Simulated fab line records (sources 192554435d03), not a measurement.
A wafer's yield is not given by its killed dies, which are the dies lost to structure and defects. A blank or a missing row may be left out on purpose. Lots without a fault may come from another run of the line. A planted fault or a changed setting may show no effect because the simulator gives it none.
Struck lot and sound lot, side by side + flow n5Finfet + 14 steps out of a route of 1938
Sound: the wafers L241.1, L241.2, L241.5. Struck: wafer L233.5. (L233.4 of the same lot was not struck and is left out.) The cause comes at the end.
Per side, at each step with rows, come the tool, then ch with its chambers, and then its first start. Under that, the readings that differ: sound wafers + struck wafers + difference of the means + sigmas: that difference in standard deviations of wafers without a fault.
alike: a reading whose means differ by less than 2 such deviations, as well as words and numbers matching on both sides. not compared: withheld readings; readings where some wafer has no value; bounds like >300 that might hide an equal value; numbers whose values overlap and for which the record gives no deviation.
A row with sigmas, a row that says differs or no value, or rows on one side alone: a step with any of these is where the two part. Non-overlapping numbers with no deviation appear without sigmas and do not part them. A reading that every wafer of one side lacks parts them only if that side has two wafers or more.

N5_BEOL_M5_STRIP_91: strips in N2/H2, time 10 s.
  sound on rieDiel-02 ch 1,2,3; struck on rieDiel-02 ch 0
  alike: drypumpMotorCurrentA, oesProductAu, rfVppV, showerheadPlenumPTorr, throttleValvePct
  not compared: rfHoursCounterH
N5_BEOL_M5_OCD_MEAS_38:
  sound: ocd-02 at day 12 13:50; struck: ocd-02 at day 10 06:08
  alike: trenchDepthNm
then, 4 steps without rows for these wafers: N5_BEOL_M5_HM_STRIP_39 (strips TiN in peroxide tin strip, target depth 25 nm, time 158 s); N5_BEOL_M5_SRD_40 (time 30 s); N5_BEOL_M5_PRECLEAN_42 (cleans in residue remover, time 60 s); N5_BEOL_M5_SRD_43 (time 30 s).
N5_BEOL_M5_CD_MEAS_35: target cd 28 nm, target cd y 24 nm.
  sound: cdSem-02 at day 12 13:59; struck: cdSem-03 at day 10 06:23
  alike: cdNm
then, 1 step without rows for these wafers: N5_BEOL_M5_CURE_80 (cures SiCOH lowk, time 120 s).
N5_BEOL_M5_DEGAS_44: time 60 s.
  sound: pvdSputter-03 at day 12 14:24; struck: pvdSputter-02 at day 10 06:47
  alike: heaterPowerW
N5_BEOL_M5_PRE_CLEAN_45: time 30 s.
  sound: pvdSputter-03 at day 12 14:26; struck: pvdSputter-02 at day 10 06:49
  alike: heaterPowerW
N5_BEOL_M5_ALD_86: deposits TaN, pulse time 2 s, purge time 3 s, co reactant purge time 2 s.
  sound on aldMetal-03 ch 0,1,2, day 12 14:30; struck on aldMetal-02 ch 0, day 10 06:54
  alike: heaterPowerW, precursorVesselPressureTorr
next, for these wafers, 1 step has no rows: N5_BEOL_M5_SURFACE_TREAT_87.
N5_BEOL_M5_CVD_47: deposits Co from CCTBA/H2, target thk 3 nm, time 216 s.
  sound on cvdCo-01 ch 1,2, day 12 14:50; struck on cvdCo-02 ch 1, day 10 07:17
| reading        | sound             | struck | difference | sigmas      |
|----------------|-------------------|--------|------------|-------------|
| runLengthS (s) | 239.1 239.0 238.7 | 358.3  | +119.4     | +99 or more |
N5_BEOL_M5_SPUTTER_48: material Cu, target thk 15 nm, time 27.62 s.
  sound: pvdSputter-03 at day 12 15:13; struck: pvdSputter-02 at day 10 07:23
  alike: substrateTempC, throttleValvePct

== WHERE THEY PART ==
At N5_BEOL_M5_CVD_47 and nowhere else, as far as this record goes. Later steps at which nothing parts them and some readings are alike: N5_BEOL_M5_SPUTTER_48.

WHY: whatever the simulator had introduced
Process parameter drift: cvdCo-02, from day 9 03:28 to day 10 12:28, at N5_BEOL_M5_CVD_47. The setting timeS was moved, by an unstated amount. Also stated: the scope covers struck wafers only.
